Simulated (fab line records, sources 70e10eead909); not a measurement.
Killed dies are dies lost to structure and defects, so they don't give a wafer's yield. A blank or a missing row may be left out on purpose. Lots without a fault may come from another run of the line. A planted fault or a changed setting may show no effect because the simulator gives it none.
Which tool did it? | flow nand_harc | 10 lots, 28 wafers sampled, at 3 steps of a route of 1302

WHAT THE GAUGES READ, wafer by wafer
NHARC_A_CHANNEL_HOLE_D2_CD_MEAS_10: target cd 100 nm.
lot  | measured     | on        | cd_nm (nm)
L816 | day 12 15:57 | cd_sem-03 | 100.0 100.1 100.5
L820 | day 14 22:47 | cd_sem-03 | 100.4 100.5 100.0
L822 | day 15 03:46 | cd_sem-01 | 100.3 100.1 100.5
L821 | day 15 04:43 | cd_sem-03 | 100.3 99.5 99.7
L825 | day 16 18:24 | cd_sem-03 | 100.1 99.6 100.6
L830 | day 19 09:49 | cd_sem-02 | 101.0 100.5 100.9
L833 | day 19 21:02 | cd_sem-01 | 113.6 113.3 100.0
L834 | day 20 09:28 | cd_sem-02 | 113.2 100.0
L836 | day 21 10:17 | cd_sem-03 | 114.0 100.7
L839 | day 22 07:09 | cd_sem-02 | 100.1 99.3 99.8

WHICH TOOL RAN EACH LOT (tool, then ch and the chambers of the sampled wafers, then the start)
lot  | NHARC_A_CHANNEL_HOLE_D2_DEP_00 | NHARC_A_CHANNEL_HOLE_D2_PEB_08
L816 | acl_dep-03 ch 0, day 12 13:26  | litho_track-04 ch 0, day 12 15:52
L820 | acl_dep-03 ch 0, day 14 20:08  | litho_track-06 ch 0, day 14 22:43
L822 | acl_dep-02 ch 0, day 15 01:25  | litho_track-01 ch 0, day 15 03:41
L821 | acl_dep-03 ch 0, day 15 02:04  | litho_track-04 ch 0, day 15 04:38
L825 | acl_dep-02 ch 0, day 16 16:22  | litho_track-01 ch 0, day 16 18:19
L830 | acl_dep-01 ch 0, day 19 07:10  | litho_track-04 ch 0, day 19 09:44
L833 | acl_dep-03 ch 0, day 19 18:17  | litho_track-04 ch 0, day 19 20:58
L834 | acl_dep-02 ch 0, day 20 07:09  | litho_track-04 ch 0, day 20 09:23
L836 | acl_dep-01 ch 0, day 21 07:40  | litho_track-04 ch 0, day 21 10:13
L839 | acl_dep-02 ch 0, day 22 04:47  | litho_track-06 ch 0, day 22 07:04
- NHARC_A_CHANNEL_HOLE_D2_DEP_00: deposits aC, target thk 3100 nm.
- NHARC_A_CHANNEL_HOLE_D2_PEB_08: peb time 65 s.

THE ANSWER, worked out from the rows above alone
Rule: what is usual is taken from the lots themselves. Put in order of their means at a reading, lots are off if they are a third of the lots or fewer, leave a main group of 4 or more, and stand apart from it by a gap of 3 or more times the standard deviation of the main group's means; of several such gaps the widest counts. A main group whose means are all the same, to the digits that the tables above print for the reading, isn't used. A lot without any number at a reading at which 4 lots or more have one is off too. The other lots that the step has rows for count as sound.
Off: L833, L834, L836, at NHARC_A_CHANNEL_HOLE_D2_CD_MEAS_10 (cd_nm). The main group: mean 100.2 nm, standard deviation 0.33.
A tool fits if, at a process step before that reading, it ran every lot that is off, and no sound lot after the first of them. The gauges at NHARC_A_CHANNEL_HOLE_D2_CD_MEAS_10 are tried like those tools. One fits: litho_track-04 at NHARC_A_CHANNEL_HOLE_D2_PEB_08. Its last sound lot is L830 (day 19 09:44), its first lot that is off L833 (day 19 20:58): a fault that began between those two fits.

WHAT THE SIMULATOR HAD PUT IN
Process parameter drift: litho_track-04, from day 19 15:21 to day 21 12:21, at NHARC_A_CHANNEL_HOLE_D2_PEB_08. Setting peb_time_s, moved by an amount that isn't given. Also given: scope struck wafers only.
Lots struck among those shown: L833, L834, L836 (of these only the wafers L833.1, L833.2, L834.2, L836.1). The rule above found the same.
